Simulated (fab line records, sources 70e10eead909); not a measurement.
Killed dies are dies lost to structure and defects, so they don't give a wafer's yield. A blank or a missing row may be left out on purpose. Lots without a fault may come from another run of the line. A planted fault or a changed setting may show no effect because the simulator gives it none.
Chamber matching | flow nand_harc | NHARC_A_WL_FILL_ALD_19 on ald_metal-03: 4 sister chambers
The step deposits TiN, target thk 2 nm, pulse time 3 s, ald cycles 100. 8 wafers are shown with their chamber, then 7 later ones without.

WAFERS WITH THEIR CHAMBER
wafer  | chamber | heater_power_w (W) | precursor_pulse_height_rel
L077.3 | 2       | 981                | 1.023
L078.2 | 1       | 1046               | 1.026
L078.4 | 2       | 968                | 0.983
L088.4 | 0       | 1179               | 1.017
L088.5 | 3       | 1045               | 1.012
L088.6 | 0       | 1128               | 1.032
L090.1 | 3       | 999                | 0.941
L090.2 | 1       | 1013               | 0.953

WAFERS WITHOUT THEIR CHAMBER
wafer  | heater_power_w (W) | precursor_pulse_height_rel
L090.6 | 1033               | 0.983
L096.2 | 1049               | 1.003
L096.4 | 1006               | 0.995
L096.5 | 1019               | 0.995
L097.1 | 1110               | 1.012
L097.3 | 1037               | 1.041
L097.4 | 1035               | 1.003

WHICH CHAMBER EACH WENT THROUGH
wafer  | from the rows above          | in truth
L090.6 | can't be placed: 1 or 3 or 2 | 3
L096.2 | can't be placed: 1 or 3 or 2 | 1
L096.4 | can't be placed: 3 or 1 or 2 | 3
L096.5 | can't be placed: 1 or 3 or 2 | 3
L097.1 | can't be placed: 0 or 1 or 3 | 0
L097.3 | can't be placed: 1 or 3 or 2 | 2
L097.4 | can't be placed: 1 or 3 or 2 | 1
Placed correctly: 0 of 7. Can't be placed from these rows: 7 (the true chamber is among the candidates in 7). Placed wrongly: 0.
How it was worked out, from the rows above alone: a wafer's distance from a chamber is the root of the sum, over the readings, of the square of ((its reading less the chamber's mean) divided by the reading's scatter). The wafer belongs to the nearest chamber; if the next one is less than 2 further off, it can't be placed. A chamber's mean is the mean of its shown wafers. The scatter: the root of (the sum of the squares of (reading less its chamber's mean) over the shown wafers, divided by (wafers less chambers)).
